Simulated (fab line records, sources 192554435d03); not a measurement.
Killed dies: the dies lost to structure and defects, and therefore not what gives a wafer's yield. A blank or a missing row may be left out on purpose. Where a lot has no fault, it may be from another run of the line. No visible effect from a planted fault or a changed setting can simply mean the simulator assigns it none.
Struck lot and sound lot, side by side | flow n5 finfet | 14 steps out of a route of 1938
Sound: these wafers, L972.2, L972.3, L972.5. Struck: wafer L967.3. (L967.5, L967.6 of the same lot were not struck and are left out.) The cause comes at the end.
Per side, at each step with rows, come the tool, then ch with its chambers, and then its first start. Under that, the readings that differ: sound wafers | struck wafers | difference of the means | sigmas: that difference in standard deviations of wafers without a fault.
alike: a reading whose means differ by less than 2 such deviations, as well as words and numbers matching on both sides. not compared: withheld readings; readings where some wafer has no value; bounds like >300 that might hide an equal value; numbers whose values overlap and for which the record gives no deviation.
A row with sigmas, a row that says differs or no value, or rows on one side alone: a step with any of these is where the two part. Numbers that don't overlap but have no deviation are shown without sigmas and don't part them. A reading that every wafer of one side lacks parts them only if that side has two wafers or more.

first, 8 steps without rows for these wafers: N5_BEOL_M6_COAT_64 (time 60 s, resist thk 12 nm); N5_BEOL_M6_COAT_71 (time 60 s, resist thk 5 nm); N5_BEOL_M6_COAT_22 (resist thk 30 nm); N5_BEOL_M6_EBR_24; N5_BEOL_M6_SOFTBAKE_23 (time 60 s); N5_BEOL_M6_EXPOSE_25 (exposes mask V5, target cd 40 nm); N5_BEOL_M6_PEB_26 (peb time 60 s); N5_BEOL_M6_DEVELOP_27 (develop time 30 s).
N5_BEOL_M6_CD_MEAS_28: the cd target is 40 nm.
  sound on cd sem-02 ch 0, day 14 11:05; struck on cd sem-03 ch 0, day 12 21:45
  alike: cd nm
N5_BEOL_M6_OVL_MEAS_29:
  sound on overlay-02 ch 0, day 14 11:07; struck on overlay-01 ch 0, day 12 21:47
  alike: V5_OVL
N5_BEOL_M6_INSPECT_30: inspects for defects (brightfield).
  sound on defect inspect-02, day 14 11:10; struck on defect inspect-02, day 12 21:50
  alike: raw defect count
N5_BEOL_M6_DESCUM_33: chemistry O2, time 7 s.
  sound on rie diel-03 ch 1,2, day 14 11:13; struck on rie diel-01 ch 0, day 12 21:52
  alike: drypump motor current A, oes product au, rf vpp V, showerhead plenum p Torr, temp c, throttle valve pct
  not compared: rf hours counter h
N5_BEOL_M6_ETCH_72: etches underlayer in N2/H2, target depth 6.5 nm, time 5.2 s.
  sound on rie diel-03 ch 1,2, day 14 11:14; struck on rie diel-01 ch 0, day 12 21:54
  reading               | sound             | struck | difference | sigmas
  etch rf on time s (s) | 5.17 5.10 5.08    | 6.70   | +1.58      | +17
  n2 flow sccm (sccm)   | 200.9 199.8 200.0 | 198.6  | -1.6       | -3
  alike: drypump motor current A, oes product au, rf vpp V, showerhead plenum p Torr, throttle valve pct
  not compared: rf hours counter h
N5_BEOL_M6_ETCH_65: etches SiARC in CF4, target depth 15.6 nm, time 26 s.
  sound on rie diel-03 ch 1,2, day 14 11:16; struck on rie diel-01 ch 0, day 12 21:55
  alike: drypump motor current A, etch rf on time s, oes product au, rf vpp V, showerhead plenum p Torr, throttle valve pct
  not compared: rf hours counter h

WHERE THEY PART
Only at N5_BEOL_M6_ETCH_72, as far as this record shows. Later steps at which nothing parts them and some readings are alike: N5_BEOL_M6_ETCH_65.

WHY: the cause the simulator had injected
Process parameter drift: rie diel-01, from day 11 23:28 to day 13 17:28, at N5_BEOL_M6_ETCH_72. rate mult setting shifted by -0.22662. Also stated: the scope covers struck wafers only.
